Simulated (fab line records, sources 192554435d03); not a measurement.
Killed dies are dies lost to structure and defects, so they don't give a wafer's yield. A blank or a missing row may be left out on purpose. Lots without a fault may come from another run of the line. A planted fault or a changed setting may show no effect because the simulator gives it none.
fab line records | flow n5_finfet
record lots=7 wafers=21
route steps=1938 shown WELL_APT@24 PMOS_HMC_CHANNEL_EPI@63 SD_EPI_N@263 SD_EPI_P@312
start_h: hours from the record's first day to the start of the lot's first wafer shown | wait_h: hours since the lot's step before | " the same as in the row above | L1.1+2: a row that stands for several wafers | - no value, or no start given | * or withheld: withheld | < > ~ a bound
route shown NAME@n: a module of which the file shows steps, and the number in the route of the first | usual: mean/standard deviation of fault-free wafers | same: alike in all rows | chamber/n: place in a boat | sites: the reading at each site | _std_site: their standard deviation | _edge_site: outer sites' mean less inner sites' | radius_mm: how far each site lies from the wafer's centre | mask NAME#n: copy n | behind: the tool/chamber that last shaped the wafer | hold: why the lot was held/for how many hours/how that ended | device: the transistor (n, p or np) that didn't switch | end of line: the same wafers' tests at the end of the route | a step without rows: its recipe alone | killed: dies lost to structure and defects at the first sort, not the wafer's yield | map: a wafer's dies, x killed, . not, _ none there
set.NAME: the setting as run; set.NAME@STEP: as run at that earlier step | model.NAME: the simulator's own value behind a step, which no gauge read
lots whose settings were changed on purpose; a table a step, a row a wafer
## steps
# step N5_WELL_APT_EXPOSE_05
# recipe mask_id=NWELL na=0.8 source_shape=conventional sigma_outer=0.8 polarization=unpolarized defocus_nm=0 target_cd_nm=200 dose_mj=20.3
# columns lot.wafer tool chamber start_h wait_h mask set.dose_mj
L077.1+6 krf_scanner-01 0 31.64 - NWELL#0 20.3
L077.4 " 0 " " NWELL#0 19.44
L079.2+5 krf_scanner-01 0 43.52 - NWELL#0 19.33
L079.4 " 0 " " NWELL#0 20.3
L088.1+6 krf_scanner-01 0 97.51 - NWELL#0 20.3
L088.5 " 0 " " NWELL#0 19.66
L089.1+6 krf_scanner-01 0 103.60 - NWELL#0 21.45
L089.2 " 0 " " NWELL#0 20.3
L092.1+2 krf_scanner-02 0 121.51 - NWELL#0 20.3
L092.4 " 0 " " NWELL#0 20.85
L094.1+3+4 krf_scanner-02 0 134.06 - NWELL#0 20.3
L095.2 krf_scanner-02 0 139.70 - NWELL#0 19.61
L095.5+6 " 0 " " NWELL#0 20.3
# step N5_WELL_APT_PEB_06
# recipe peb_temp_c=130 peb_time_s=90
# columns lot.wafer tool chamber start_h wait_h set.peb_time_s
L077.1+4+6 litho_track-02 0 31.69 0.1 90
L079.2+4+5 litho_track-02 0 43.57 0.0 90
L088.1+5+6 litho_track-01 0 97.57 0.1 90
L089.1+2+6 litho_track-02 0 103.66 0.1 90
L092.1+2+4 litho_track-04 0 121.57 0.1 90
L094.1+3+4 litho_track-04 0 134.12 0.1 90
L095.2+5 litho_track-01 0 139.75 0.0 90
L095.6 " 0 " " 78.15
# step N5_WELL_APT_DEVELOP_07
# recipe develop_time_s=45 rinse_liquid=surfactant_rinse dry=air_spin dev_temp_c=21
# step N5_WELL_APT_HARDBAKE_12
# recipe temp_c=130 time_s=120
# step N5_WELL_APT_CD_MEAS_08
# recipe target_cd_nm=200 landing_energy_ev=500 detector=se_inlens
# usual cd_nm=200.1/1.7
# columns lot.wafer tool chamber start_h wait_h set.dose_mj@WELL_APT_EXPOSE_05 cd_nm
L077.1 cd_sem-02 0 31.81 - 20.3 200.5
L077.4 " 0 " " 19.44 191.4
L077.6 " 0 " " 20.3 203.1
L079.2 cd_sem-03 0 43.68 - 19.33 192.8
L079.4 " 0 " " 20.3 199.3
L079.5 " 0 " " 19.33 188.7
L088.1 cd_sem-03 0 97.68 - 20.3 204.8
L088.5 " 0 " " 19.66 195.1
L088.6 " 0 " " 20.3 199.4
L089.1 cd_sem-02 0 103.78 - 21.45 208.0
L089.2 " 0 " " 20.3 199.0
L089.6 " 0 " " 21.45 207.2
L092.1 cd_sem-02 0 121.68 - 20.3 202.0
L092.2 " 0 " " 20.3 199.3
L092.4 " 0 " " 20.85 204.5
L094.1 cd_sem-03 0 134.23 - 20.3 197.7
L094.3 " 0 " " 20.3 199.6
L094.4 " 0 " " 20.3 199.8
L095.2 cd_sem-03 0 139.87 - 19.61 193.8
L095.5 " 0 " " 20.3 197.7
L095.6 " 0 " " 20.3 195.7
# step N5_WELL_APT_DESCUM_13
# recipe chemistry=O2 time_s=7.9 source_power_w=50 bias_power_w=20 pressure_mtorr=20 rf_frequency_hz=2.712e+07 temp_c=40 o2_flow_sccm=225
# columns lot.wafer tool chamber start_h wait_h set.dose_mj@WELL_APT_EXPOSE_05 model.WELL_APT.cd_nm
L077.1 rie_diel-03 0 31.90 0.0 20.3 200.3
L077.4 " 2 " " 19.44 191.5
L077.6 " 3 " " 20.3 203
L079.2 rie_diel-04 2 44.23 0.5 19.33 192.6
L079.4 " 1 " " 20.3 199.5
L079.5 " 0 " " 19.33 188.5
L088.1 rie_diel-02 1 97.99 0.3 20.3 204.6
L088.5 " 1 " " 19.66 195.5
L088.6 " 2 " " 20.3 199.5
L089.1 rie_diel-03 1 103.90 0.1 21.45 208.2
L089.2 " 3 " " 20.3 198.9
L089.6 " 0 " " 21.45 207.2
L092.1 rie_diel-03 2 121.77 0.0 20.3 202.1
L092.2 " 0 " " 20.3 199.4
L092.4 " 3 " " 20.85 204.5
L094.1 rie_diel-04 3 134.32 0.0 20.3 198
L094.3 " 2 " " 20.3 199.5
L094.4 " 1 " " 20.3 199.9
L095.2 rie_diel-02 3 139.95 0.0 19.61 193.7
L095.5 " 3 " " 20.3 197.9
L095.6 " 0 " " 20.3 195.3
# step N5_PMOS_HMC_CHANNEL_EPI_PEB_07
# recipe peb_temp_c=110 peb_time_s=60 resist=CAR-ArF-block
# columns lot.wafer tool chamber start_h wait_h set.peb_temp_c
L077.1+4 litho_track-05 0 35.20 0.1 107.6
L077.6 " 0 " " 110
L079.2+4+5 litho_track-03 0 47.42 0.0 110
L088.1+5+6 litho_track-03 0 101.46 0.1 110
L089.1+2+6 litho_track-03 0 107.37 0.1 110
L092.1+4 litho_track-05 0 125.14 0.1 107.6
L092.2 " 0 " " 110
L094.1+3+4 litho_track-05 0 138.20 0.1 110
L095.2+5 litho_track-01 0 143.10 0.0 113.2
L095.6 " 0 " " 110
# step N5_PMOS_HMC_CHANNEL_EPI_DEVELOP_08
# recipe develop_time_s=30 developer=TMAH resist=CAR-ArF-block dev_temp_c=23 rinse_liquid=diw dry=air_spin
# step N5_PMOS_HMC_CHANNEL_EPI_CD_MEAS_09
# recipe target_cd_nm=237.4 landing_energy_ev=500 detector=se_inlens
# usual cd_nm=237.5/0.91
# columns lot.wafer tool chamber start_h wait_h set.peb_temp_c@PMOS_HMC_CHANNEL_EPI_PEB_07 cd_nm
L077.1 cd_sem-02 0 35.27 - 107.6 229.6
L077.4 " 0 " " 107.6 230.5
L077.6 " 0 " " 110 238.2
L079.2 cd_sem-01 0 47.49 - 110 237.3
L079.4 " 0 " " 110 235.9
L079.5 " 0 " " 110 236.8
L088.1 cd_sem-03 0 101.53 - 110 239.2
L088.5 " 0 " " 110 237.7
L088.6 " 0 " " 110 238.0
L089.1 cd_sem-01 0 107.44 - 110 237.2
L089.2 " 0 " " 110 237.7
L089.6 " 0 " " 110 238.3
L092.1 cd_sem-02 0 125.21 - 107.6 230.1
L092.2 " 0 " " 110 236.8
L092.4 " 0 " " 107.6 229.3
L094.1 cd_sem-03 0 138.26 - 110 237.7
L094.3 " 0 " " 110 238.2
L094.4 " 0 " " 110 238.1
L095.2 cd_sem-02 0 143.17 - 113.2 247.3
L095.5 " 0 " " 113.2 245.9
L095.6 " 0 " " 110 235.8
# step N5_PMOS_HMC_CHANNEL_EPI_DESCUM_14
# recipe chemistry=O2 time_s=7.9 source_power_w=50 bias_power_w=20 pressure_mtorr=20 rf_frequency_hz=2.712e+07 temp_c=40 resist=CAR-ArF-block o2_flow_sccm=225
# columns lot.wafer tool chamber start_h wait_h set.peb_temp_c@PMOS_HMC_CHANNEL_EPI_PEB_07 model.PMOS_HMC_CHANNEL_EPI.cd_nm
L077.1 rie_diel-01 1 35.83 0.5 107.6 229.8
L077.4 " 3 " " 107.6 230.4
L077.6 " 2 " " 110 237.9
L079.2 rie_diel-05 3 47.58 0.0 110 237.2
L079.4 " 0 " " 110 236.4
L079.5 " 3 " " 110 237.1
L088.1 rie_diel-06 1 101.62 0.0 110 238.9
L088.5 " 2 " " 110 237.8
L088.6 " 1 " " 110 238.1
L089.1 rie_diel-06 2 107.53 0.0 110 237.6
L089.2 " 0 " " 110 237.7
L089.6 " 0 " " 110 237.9
L092.1 rie_diel-01 0 125.30 0.0 107.6 230.2
L092.2 " 2 " " 110 236.5
L092.4 " 3 " " 107.6 229.4
L094.1 rie_diel-05 0 138.59 0.3 110 237.9
L094.3 " 3 " " 110 238.4
L094.4 " 2 " " 110 238.5
L095.2 rie_diel-06 3 143.40 0.2 113.2 247.2
L095.5 " 0 " " 113.2 246
L095.6 " 1 " " 110 236
# step N5_PMOS_HMC_CHANNEL_EPI_ETCH_32
# recipe chemistry=N2/H2 target=BARC stop_on=SiO2 target_depth_a=858 over_etch_frac=0.3 time_s=50.3 ion_energy_ev=200 mask_material=CAR-ArF-block pressure_mtorr=30 source_w=840 bias_w=150 n2_flow_sccm=200 h2_flow_sccm=200
# usual rf_vpp_V=524.0/2.9
# columns lot.wafer tool chamber start_h wait_h set.bias_w set.peb_temp_c@PMOS_HMC_CHANNEL_EPI_PEB_07 rf_vpp_V model.PMOS_HMC_CHANNEL_EPI.cd_nm
L077.1 rie_diel-01 1 35.86 0.0 136.7 107.6 498.6 232.1
L077.4 " 3 " " 150 107.6 523.4 233.4
L077.6 " 2 " " 150 110 524.9 241.2
L079.2 rie_diel-05 3 47.61 0.0 132.3 110 479.3 239.3
L079.4 " 0 " " 132.3 110 479.4 239
L079.5 " 3 " " 150 110 518.7 239.5
L088.1 rie_diel-06 1 101.65 0.0 150 110 523.4 240.8
L088.5 " 2 " " 127 110 470.2 241
L088.6 " 1 " " 127 110 470.9 240.2
L089.1 rie_diel-06 2 107.57 0.0 140.8 110 502.1 240
L089.2 " 0 " " 140.8 110 508.0 240.1
L089.6 " 0 " " 150 110 527.8 240.4
L092.1 rie_diel-01 0 125.33 0.0 150 107.6 528.1 233
L092.2 " 2 " " 150 110 524.7 238.3
L092.4 " 3 " " 150 107.6 522.6 231.9
L094.1 rie_diel-05 0 138.63 0.0 150 110 521.8 240.8
L094.3 " 3 " " 150 110 528.4 241.6
L094.4 " 2 " " 150 110 526.3 240.5
L095.2 rie_diel-06 3 143.44 0.0 150 113.2 524.4 250.5
L095.5 " 0 " " 173.8 113.2 580.0 248.8
L095.6 " 1 " " 150 110 523.7 238.1
# step N5_SD_EPI_N_COAT_33
# recipe resist=SiARC temp_c=220 time_s=60 spin_rpm=1500 resist_thk_nm=35
# columns lot.wafer tool chamber start_h wait_h set.spin_rpm model.SiARC_of_SD_EPI_N_COAT_33.thk_nm
L077.1+6 litho_track-01 0 - - 1381 36.4
L077.4 " 0 " " 1500 35
L079.2 litho_track-04 0 - - 1633 33.6
L079.4 " 0 " " 1633 33.4
L079.5 " 0 " " 1500 35
L088.1+5+6 litho_track-02 0 - - 1500 35.2
L089.1 litho_track-01 0 - - 1500 35
L089.2 " 0 " " 1666 33.4
L089.6 " 0 " " 1666 33.2
L092.1+2 litho_track-02 0 - - 1660 33.2
L092.4 " 0 " " 1660 33.4
L094.1+4 litho_track-02 0 - - 1500 35.2
L094.3 " 0 " " 1500 35
L095.2 litho_track-01 0 - - 1657 33.2
L095.5 " 0 " " 1657 33.4
L095.6 " 0 " " 1500 35
# step N5_SD_EPI_N_PEB_07
# recipe peb_temp_c=110 peb_time_s=60 resist=CAR-ArF-block
# columns lot.wafer tool chamber start_h wait_h set.peb_temp_c
L077.1 litho_track-02 0 68.58 0.1 111.9
L077.4+6 " 0 " " 110
L079.2+5 litho_track-04 0 77.58 0.0 110
L079.4 " 0 " " 106.4
L088.1+6 litho_track-04 0 136.39 0.1 111.2
L088.5 " 0 " " 110
L089.1 litho_track-01 0 141.62 0.1 111
L089.2+6 " 0 " " 110
L092.1 litho_track-04 0 156.18 0.1 110
L092.2+4 " 0 " " 107.9
L094.1+3+4 litho_track-01 0 169.30 0.1 110
L095.2+5 litho_track-04 0 176.27 0.0 110
L095.6 " 0 " " 107.9
# step N5_SD_EPI_N_DEVELOP_08
# recipe develop_time_s=30 developer=TMAH resist=CAR-ArF-block dev_temp_c=23 rinse_liquid=diw dry=air_spin
# step N5_SD_EPI_N_CD_MEAS_09
# recipe target_cd_nm=120 landing_energy_ev=500 detector=se_inlens
# usual cd_nm=119.9/0.79
# columns lot.wafer tool chamber start_h wait_h set.peb_temp_c@SD_EPI_N_PEB_07 cd_nm
L077.1 cd_sem-03 0 68.65 - 111.9 124.7
L077.4 " 0 " " 110 119.9
L077.6 " 0 " " 110 120.6
L079.2 cd_sem-01 0 77.65 - 110 118.5
L079.4 " 0 " " 106.4 110.0
L079.5 " 0 " " 110 119.6
L088.1 cd_sem-03 0 136.46 - 111.2 123.4
L088.5 " 0 " " 110 119.6
L088.6 " 0 " " 111.2 123.0
L089.1 cd_sem-02 0 141.69 - 111 121.8
L089.2 " 0 " " 110 119.0
L089.6 " 0 " " 110 118.1
L092.1 cd_sem-03 0 156.25 - 110 120.1
L092.2 " 0 " " 107.9 113.4
L092.4 " 0 " " 107.9 114.4
L094.1 cd_sem-02 0 169.37 - 110 119.8
L094.3 " 0 " " 110 120.0
L094.4 " 0 " " 110 119.8
L095.2 cd_sem-03 0 176.34 - 110 119.9
L095.5 " 0 " " 110 120.7
L095.6 " 0 " " 107.9 115.0
# step N5_SD_EPI_N_DESCUM_14
# recipe chemistry=O2 time_s=7.9 source_power_w=50 bias_power_w=20 pressure_mtorr=20 rf_frequency_hz=2.712e+07 temp_c=40 resist=CAR-ArF-block o2_flow_sccm=225
# columns lot.wafer tool chamber start_h wait_h set.peb_temp_c@SD_EPI_N_PEB_07 model.SD_EPI_N.cd_nm
L077.1 rie_diel-02 3 68.74 0.0 111.9 124.6
L077.4 " 0 " " 110 119.8
L077.6 " 0 " " 110 121
L079.2 rie_diel-04 2 77.74 0.0 110 118.8
L079.4 " 0 " " 106.4 110.2
L079.5 " 3 " " 110 119.8
L088.1 rie_diel-04 0 136.55 0.0 111.2 123.6
L088.5 " 0 " " 110 120
L088.6 " 3 " " 111.2 123
L089.1 rie_diel-03 1 141.78 0.0 111 121.6
L089.2 " 3 " " 110 119.2
L089.6 " 3 " " 110 118.2
L092.1 rie_diel-03 3 156.35 0.0 110 120.4
L092.2 " 1 " " 107.9 113.6
L092.4 " 0 " " 107.9 114.6
L094.1+3 rie_diel-02 2,0 171.29 1.9 110 119.8
L094.4 " 3 " " 110 119.4
L095.2 rie_diel-03 3 176.69 0.3 110 120.2
L095.5 " 0 " " 110 120.6
L095.6 " 1 " " 107.9 115
# step N5_SD_EPI_N_ETCH_34
# recipe chemistry=CF4 target=SiARC target_depth_a=455 mask_material=CAR-ArF-block time_s=75.8 ion_energy_ev=80 pressure_mtorr=40 source_w=545 bias_w=36 Ar_flow_sccm=100 cf4_flow_sccm=100 ends=cleared
# columns lot.wafer tool chamber start_h wait_h set.spin_rpm@SD_EPI_N_COAT_33 model.etch.depth_nm model.CAR-ArF-block_of_SD_EPI_N_COAT_03.thk_nm
L077.1 rie_diel-02 3 68.77 0.0 1381 36.37 109.8
L077.4 " 0 " " 1500 34.97 111.2
L077.6 " 0 " " 1381 36.42 109.6
L079.2 rie_diel-04 2 77.77 0.0 1633 33.56 112.2
L079.4 " 0 " " 1633 33.47 111.4
L079.5 " 3 " " 1500 35.02 110.8
L088.1 rie_diel-04 0 136.58 0.0 1500 35.18 111
L088.5 " 0 " " 1500 35.27 111.4
L088.6 " 3 " " 1500 35.2 111
L089.1 rie_diel-03 1 141.81 0.0 1500 35.04 111.4
L089.2 " 3 " " 1666 33.33 113
L089.6 " 3 " " 1666 33.2 113
L092.1 rie_diel-03 3 156.38 0.0 1660 33.25 112.4
L092.2 " 1 " " 1660 33.22 112.8
L092.4 " 0 " " 1660 33.32 112.4
L094.1 rie_diel-02 2 171.33 0.0 1500 35.21 111
L094.3 " 0 " " 1500 35.1 111.4
L094.4 " 3 " " 1500 35.25 111.2
L095.2 rie_diel-03 3 176.72 0.0 1657 33.25 113.2
L095.5 " 0 " " 1657 33.3 113
L095.6 " 1 " " 1500 34.99 111.6
# step N5_SD_EPI_N_ETCH_35
# recipe chemistry=N2/H2 target=SOC overetch_a=1080 mask_material=SiARC temp_c=40 ion_energy_ev=100 source_w=3000 bias_w=133 pressure_mtorr=20 time_s=486 n2_flow_sccm=200 h2_flow_sccm=200
# columns lot.wafer tool chamber start_h wait_h set.spin_rpm@SD_EPI_N_COAT_33 set.peb_temp_c@SD_EPI_N_PEB_07 model.SD_EPI_N.cd_nm model.SiARC_of_SD_EPI_N_COAT_33.thk_nm
L077.1 rie_diel-02 3 68.83 0.0 1381 111.9 125.8 21.2
L077.4 " 0 " " 1500 110 120 19.8
L077.6 " 0 " " 1381 110 121.2 21.4
L079.2 rie_diel-04 2 77.83 0.0 1633 110 120 18.2
L079.4 " 0 " " 1633 106.4 110.4 18.4
L079.5 " 3 " " 1500 110 119.6 18.8
L088.1 rie_diel-04 0 136.64 0.0 1500 111.2 124 19.8
L088.5 " 0 " " 1500 110 120 19.8
L088.6 " 3 " " 1500 111.2 125 19
L089.1 rie_diel-03 1 141.87 0.0 1500 111 120.4 20
L089.2 " 3 " " 1666 110 120.2 18
L089.6 " 3 " " 1666 110 117.8 18
L092.1 rie_diel-03 3 156.44 0.0 1660 110 121.8 18
L092.2 " 1 " " 1660 107.9 114.2 18.4
L092.4 " 0 " " 1660 107.9 115.6 18.2
L094.1 rie_diel-02 2 171.38 0.0 1500 110 120.4 18.8
L094.3 " 0 " " 1500 110 119 20
L094.4 " 3 " " 1500 110 118.2 20.2
L095.2 rie_diel-03 3 176.78 0.0 1657 110 121.4 18
L095.5 " 0 " " 1657 110 120.8 18
L095.6 " 1 " " 1500 107.9 115.2 20.2
# step N5_SD_EPI_N_STRIP_36
# recipe chemistry=N2/H2 temp_c=40 n2_flow_sccm=200 h2_flow_sccm=200 rf_frequency_hz=6e+07
# step N5_SD_EPI_N_ETCHBACK_44
# recipe chemistry=CH3F/O2 mode=anisotropic_etchback target=SiNx target_depth_a=145 stop_on=SiO2 over_etch_frac=0.3 ion_energy_ev=120 pressure_mtorr=30 source_w=395 bias_w=73 Ar_flow_sccm=150 CH3F_flow_sccm=30 O2_flow_sccm=20
# step N5_SD_EPI_N_ETCH_45
# recipe chemistry=CH3F/O2 target=SiOCN target_depth_a=60 mask_material=SOC ion_energy_ev=60 bias_w=29 pressure_mtorr=15 source_w=410 Ar_flow_sccm=150 CH3F_flow_sccm=30 O2_flow_sccm=20
# columns lot.wafer tool chamber start_h wait_h set.peb_temp_c@SD_EPI_N_PEB_07 model.SD_EPI_N.cd_nm
L077.1 rie_diel-02 3 69.25 0.1 111.9 126
L077.4 " 0 " " 110 120
L077.6 " 0 " " 110 121.4
L079.2 rie_diel-04 2 78.25 0.1 110 119.8
L079.4 " 0 " " 106.4 110.4
L079.5 " 3 " " 110 119.4
L088.1 rie_diel-04 0 137.06 0.1 111.2 124
L088.5 " 0 " " 110 120.2
L088.6 " 3 " " 111.2 125
L089.1 rie_diel-03 1 142.29 0.1 111 120.4
L089.2 " 3 " " 110 120
L089.6 " 3 " " 110 117.8
L092.1 rie_diel-03 3 156.86 0.1 110 121.8
L092.2 " 1 " " 107.9 114.2
L092.4 " 0 " " 107.9 115.4
L094.1 rie_diel-02 2 171.81 0.1 110 120.2
L094.3 " 0 " " 110 119
L094.4 " 3 " " 110 118.2
L095.2 rie_diel-03 3 177.20 0.1 110 121.4
L095.5 " 0 " " 110 120.8
L095.6 " 1 " " 107.9 115.2
# step N5_SD_EPI_P_ETCH_16
# recipe chemistry=CHF3/O2 target=SiO2 target_depth_a=50 mask_material=SOC pressure_mtorr=30 source_w=650 bias_w=170 Ar_flow_sccm=200 CHF3_flow_sccm=50 O2_flow_sccm=5 ion_energy_ev=200
# columns lot.wafer tool chamber start_h wait_h set.target_depth_a model.etch.depth_nm
L077.1 rie_diel-05 1 73.67 0.1 50 4.897
L077.4 " 0 " " 50 5.022
L077.6 " 3 " " 50 4.825
L079.2 rie_diel-01 0 83.63 0.1 50 5.013
L079.4 " 3 " " 48.17 4.84
L079.5 " 1 " " 50 5.117
L088.1 rie_diel-06 1 141.81 0.1 47.23 4.57
L088.5 " 1 " " 47.23 4.618
L088.6 " 0 " " 50 4.99
L089.1 rie_diel-06 0 146.84 0.1 50 5.008
L089.2 " 1 " " 48.05 4.749
L089.6 " 3 " " 48.05 4.873
L092.1 rie_diel-05 1 161.42 0.1 47.99 4.716
L092.2 " 0 " " 47.99 4.797
L092.4 " 2 " " 50 4.93
L094.1 rie_diel-01 2 176.57 0.1 50 4.948
L094.3 " 3 " " 50 4.945
L094.4 " 0 " " 50 4.965
L095.2 rie_diel-05 0 182.90 0.1 50 5.069
L095.5 " 1 " " 50 4.935
L095.6 " 2 " " 50 4.95
## key
split step=N5_WELL_APT_EXPOSE_05 setting=dose_mj stated=20.3 by=wafer
response step=N5_WELL_APT_CD_MEAS_08 reading=cd_nm change=+1.73 per=1% r=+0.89
response step=N5_WELL_APT_DESCUM_13 reading=model.WELL_APT.cd_nm change=+1.74 per=1% r=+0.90
split step=N5_WELL_APT_PEB_06 setting=peb_time_s stated=90 by=wafer
response none clear
split step=N5_PMOS_HMC_CHANNEL_EPI_PEB_07 setting=peb_temp_c stated=110 by=wafer
response step=N5_PMOS_HMC_CHANNEL_EPI_CD_MEAS_09 reading=cd_nm change=+3.6 per=1% r=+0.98
response step=N5_PMOS_HMC_CHANNEL_EPI_DESCUM_14 reading=model.PMOS_HMC_CHANNEL_EPI.cd_nm change=+3.48 per=1% r=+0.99
response step=N5_PMOS_HMC_CHANNEL_EPI_ETCH_32 reading=model.PMOS_HMC_CHANNEL_EPI.cd_nm change=+3.6 per=1% r=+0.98
split step=N5_PMOS_HMC_CHANNEL_EPI_ETCH_32 setting=bias_w stated=150 by=wafer
response step=N5_PMOS_HMC_CHANNEL_EPI_ETCH_32 reading=rf_vpp_V change=+3.41 per=1% r=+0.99
split step=N5_SD_EPI_N_COAT_33 setting=spin_rpm stated=1500 by=wafer
response step=N5_SD_EPI_N_COAT_33 reading=model.SiARC_of_SD_EPI_N_COAT_33.thk_nm change=-0.163 per=1% r=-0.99
response step=N5_SD_EPI_N_ETCH_34 reading=model.etch.depth_nm change=-0.166 per=1% r=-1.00
response step=N5_SD_EPI_N_ETCH_34 reading=model.CAR-ArF-block_of_SD_EPI_N_COAT_03.thk_nm change=+0.145 per=1% r=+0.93
response step=N5_SD_EPI_N_ETCH_35 reading=model.SiARC_of_SD_EPI_N_COAT_33.thk_nm change=-0.165 per=1% r=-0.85
split step=N5_SD_EPI_N_PEB_07 setting=peb_temp_c stated=110 by=wafer
response step=N5_SD_EPI_N_CD_MEAS_09 reading=cd_nm change=+2.88 per=1% r=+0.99
response step=N5_SD_EPI_N_DESCUM_14 reading=model.SD_EPI_N.cd_nm change=+2.85 per=1% r=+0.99
response step=N5_SD_EPI_N_ETCH_35 reading=model.SD_EPI_N.cd_nm change=+3.06 per=1% r=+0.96
response step=N5_SD_EPI_N_ETCH_45 reading=model.SD_EPI_N.cd_nm change=+3.04 per=1% r=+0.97
split step=N5_SD_EPI_P_ETCH_16 setting=target_depth_a stated=50 by=wafer
response step=N5_SD_EPI_P_ETCH_16 reading=model.etch.depth_nm change=+0.0594 per=1% r=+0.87
